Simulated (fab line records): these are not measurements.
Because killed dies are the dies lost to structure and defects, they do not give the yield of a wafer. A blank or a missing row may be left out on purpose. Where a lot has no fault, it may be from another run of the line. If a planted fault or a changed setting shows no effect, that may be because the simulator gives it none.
Chamber matching	flow nand_harc	NHARC_P_M1_DESCUM_14 on rie_diel-07 has 4 sister chambers
The step chemistry O2, time 3 s. 4 wafers are shown with their chamber, then 7 later ones without.

== WAFERS, EACH WITH ITS CHAMBER ==
wafer	chamber	drypump_motor_current_A (A)
L082.1	0	5.6
L082.3	2	6.1
L084.1	3	6.3
L084.2	1	6.0

== WAFERS WITHOUT THEIR CHAMBER ==
wafer	drypump_motor_current_A (A)
L084.6	5.6
L092.2	6.1
L092.4	5.6
L092.5	6.3
L094.1	6.3
L094.3	5.6
L094.5	5.9

== WHICH CHAMBER EACH ONE RAN IN ==
wafer	from the rows above	in truth
L084.6	0	0
L092.2	2	2
L092.4	0	0
L092.5	3	3
L094.1	3	3
L094.3	0	0
L094.5	1	1
Correct placement for 7 of the 7. Left unplaced by these rows: 0. Placed wrongly: 0.
How it was worked out, from the rows above alone: a wafer's distance from a chamber is the root of the sum, over the readings, of the square of ((its reading less the chamber's mean) divided by the reading's scatter). The wafer belongs to the nearest chamber; if the next one is less than 2 further off, it can't be placed. For every chamber, the mean is computed from those of its wafers that are shown. The scatter (one wafer shown for each chamber): square how far every hidden wafer sits from the nearest shown wafer, average those squares and take the square root.
